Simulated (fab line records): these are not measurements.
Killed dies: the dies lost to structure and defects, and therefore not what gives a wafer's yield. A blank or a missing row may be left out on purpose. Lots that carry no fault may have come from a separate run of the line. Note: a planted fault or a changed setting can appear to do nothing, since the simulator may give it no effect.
Which tool is to blame? -- flow n5Finfet -- 22 lots, 66 wafers sampled, at 3 steps of a route of 1938

== WHAT THE GAUGES READ, wafer by wafer ==
N5_BEOL_M1_CD_MEAS_28: target cd y 23.3 nm. Usual: cdNm 24.03 nm, standard deviation 0.29.
lot,measured,on,cdNm (nm),flag
L075,day 6 09:37,cdSem-01,23.99 24.30 23.98,
L076,day 6 12:50,cdSem-03,24.28 23.90 24.15,
L078,day 7 07:32,cdSem-02,24.29 23.86 23.97,
L079,day 7 10:59,cdSem-01,23.96 24.03 23.64,
L080,day 9 14:44,cdSem-03,24.04 24.18 24.31,
L081,day 9 14:55,cdSem-01,23.79 24.35 23.98,
L082,day 9 16:08,cdSem-03,24.11 24.59 24.16,
L083,day 9 17:23,cdSem-03,24.36 24.47 24.33,
L084,day 9 17:32,cdSem-02,23.53 23.64 23.94,
L085,day 9 19:32,cdSem-03,24.38 24.52 24.28,
L086,day 9 20:40,cdSem-01,23.95 24.47 24.15,
L087,day 9 23:12,cdSem-01,23.96 24.06 24.33,
L088,day 9 23:16,cdSem-03,24.33 24.14 24.53,
L089,day 10 02:04,cdSem-03,23.97 23.89 23.66,
L090,day 10 04:46,cdSem-02,23.50 24.06 23.62,
L091,day 10 14:20,cdSem-01,23.81 24.26 24.29,
L092,day 10 14:48,cdSem-01,23.58 23.67 23.30,
L093,day 10 23:03,cdSem-02,24.17 24.25 24.12,
L094,day 11 04:38,cdSem-02,24.11 24.12 23.72,
L095,day 11 16:40,cdSem-01,23.91 24.00 23.93,
L096,day 11 17:09,cdSem-01,23.60 23.88 23.99,
L097,day 12 16:35,cdSem-01,24.46 24.16 24.38,

== WHICH TOOL RAN EACH LOT (tool, then ch and the chambers of the sampled wafers, then the start) ==
lot,N5_BEOL_M1_HM_DEP_02,N5_BEOL_M1_ETCH_74
L075,"pvdSputter-03, day 6 07:48","rieDiel-01 ch 2,3, day 6 08:53"
L076,"pvdSputter-01, day 6 11:26","rieDiel-06 ch 1,3, day 6 11:59"
L078,"pvdSputter-02, day 7 06:10","rieDiel-06 ch 1,2, day 7 06:43"
L079,"pvdSputter-03, day 7 09:29","rieDiel-02 ch 1,3, day 7 10:02"
L080,"pvdSputter-01, day 9 13:11","rieDiel-06 ch 0,1,2, day 9 13:54"
L081,"pvdSputter-02, day 9 13:16","rieDiel-02 ch 2,3, day 9 13:56"
L082,"pvdSputter-03, day 9 14:19","rieDiel-01 ch 0,1,2, day 9 15:01"
L083,"pvdSputter-02, day 9 15:22","rieDiel-06 ch 0,1,2, day 9 16:29"
L084,"pvdSputter-02, day 9 15:56","rieDiel-02 ch 0,2,3, day 9 16:41"
L085,"pvdSputter-02, day 9 18:00","rieDiel-02 ch 0,2,3, day 9 18:49"
L086,"pvdSputter-02, day 9 19:04","rieDiel-01 ch 1,3, day 9 19:50"
L087,"pvdSputter-02, day 9 21:32","rieDiel-02 ch 0,3, day 9 22:15"
L088,"pvdSputter-01, day 9 21:35","rieDiel-06 ch 1,2,3, day 9 22:17"
L089,"pvdSputter-01, day 10 00:35","rieDiel-06 ch 0,3, day 10 01:16"
L090,"pvdSputter-01, day 10 03:22","rieDiel-06 ch 1,3, day 10 04:02"
L091,"pvdSputter-02, day 10 12:42","rieDiel-01 ch 1,3, day 10 13:23"
L092,"pvdSputter-01, day 10 13:07","rieDiel-06 ch 1,3, day 10 13:45"
L093,"pvdSputter-03, day 10 21:36","rieDiel-01 ch 0,2,3, day 10 22:10"
L094,"pvdSputter-03, day 11 03:14","rieDiel-01 ch 0,1, day 11 03:55"
L095,"pvdSputter-01, day 11 15:08","rieDiel-01 ch 0,1,2, day 11 15:50"
L096,"pvdSputter-01, day 11 15:41","rieDiel-01 ch 0,1, day 11 16:25"
L097,"pvdSputter-02, day 12 15:01","rieDiel-06 ch 0,1,3, day 12 15:44"
- N5_BEOL_M1_HM_DEP_02: deposits TiN, target thk 20 nm.
- N5_BEOL_M1_ETCH_74: etches underlayer in N2/H2, target depth 6.5 nm, time 5.2 s.

== AS READ BY THE TOOLS THEMSELVES (means over the sampled wafers that have a number; for cases with no such wafer, the mark the record gives instead) ==
N5_BEOL_M1_HM_DEP_02. Usual: throttleValvePct 30.1 %, standard deviation 0.73.
lot,tool,throttleValvePct (%),flag
L075,pvdSputter-03,29.7,
L076,pvdSputter-01,29.8,
L078,pvdSputter-02,30.3,
L079,pvdSputter-03,29.7,
L080,pvdSputter-01,30.4,
L081,pvdSputter-02,30.0,
L082,pvdSputter-03,29.8,
L083,pvdSputter-02,30.4,
L084,pvdSputter-02,30.3,
L085,pvdSputter-02,30.3,
L086,pvdSputter-02,30.3,
L087,pvdSputter-02,29.7,
L088,pvdSputter-01,29.9,
L089,pvdSputter-01,29.8,
L090,pvdSputter-01,30.4,
L091,pvdSputter-02,29.7,
L092,pvdSputter-01,30.4,
L093,pvdSputter-03,29.5,
L094,pvdSputter-03,29.6,
L095,pvdSputter-01,30.8,
L096,pvdSputter-01,30.2,
L097,pvdSputter-02,30.5,

N5_BEOL_M1_ETCH_74. Usual: drypumpMotorCurrentA 5.7 A, standard deviation 0.45; etchRfOnTimeS 5.15 s, standard deviation 0.13; oesProductAu 0.68 a.u., standard deviation 0.08; rfVppV 525 V, standard deviation 3; showerheadPlenumPTorr 2.58 Torr, standard deviation 0.097; throttleValvePct 17.99 %, standard deviation 0.24.
lot,tool,drypumpMotorCurrentA (A),etchRfOnTimeS (s),oesProductAu (a.u.),rfVppV (V),showerheadPlenumPTorr (Torr),throttleValvePct (%),flag
L075,rieDiel-01,6.1,5.34,0.60,525,2.62,17.95,
L076,rieDiel-06,5.2,5.14,0.67,526,2.63,18.00,
L078,rieDiel-06,5.9,4.86,0.65,527,2.64,17.86,
L079,rieDiel-02,6.1,5.15,0.65,519,2.40,17.89,
L080,rieDiel-06,5.6,5.05,0.68,525,2.59,17.86,
L081,rieDiel-02,5.9,5.12,0.73,526,2.58,18.05,
L082,rieDiel-01,5.5,5.25,0.59,524,2.59,18.27,
L083,rieDiel-06,5.6,5.08,0.68,526,2.59,17.86,
L084,rieDiel-02,5.9,5.09,0.68,525,2.57,18.19,
L085,rieDiel-02,5.9,5.19,0.67,524,2.57,18.18,
L086,rieDiel-01,6.0,5.29,0.69,526,2.62,17.74,
L087,rieDiel-02,6.1,5.18,0.63,520,2.44,18.15,
L088,rieDiel-06,5.5,4.98,0.70,526,2.60,17.89,
L089,rieDiel-06,5.2,5.07,0.79,523,2.50,17.78,
L090,rieDiel-06,5.2,5.04,0.76,525,2.56,17.88,
L091,rieDiel-01,5.9,5.36,0.69,526,2.61,17.75,
L092,rieDiel-06,5.2,5.04,0.72,526,2.61,17.97,
L093,rieDiel-01,5.9,5.24,0.71,526,2.58,17.89,
L094,rieDiel-01,5.7,5.32,0.70,523,2.56,18.16,
L095,rieDiel-01,5.5,5.26,0.65,524,2.58,18.13,
L096,rieDiel-01,5.4,5.26,0.64,524,2.59,18.17,
L097,rieDiel-06,5.3,5.09,0.73,525,2.54,17.88,

== THE ANSWER, worked out from the rows above alone ==
Rule: a lot is off if the mean of its wafers that have a number lies more than 3 standard deviations from the usual mean. A lot without any number at a reading at which 4 lots or more have one is off too. The other lots that the step has rows for count as sound. First the gauges in route order, then the tools' own readings, where a lot's mean is used as printed above. At the first step where some lot is off, the reading lying furthest off is the one used; lots without a number count as furthest.
No lot is off at any reading shown: from this, nothing can be told.

== WHAT WAS PUT IN BY THE SIMULATOR ==
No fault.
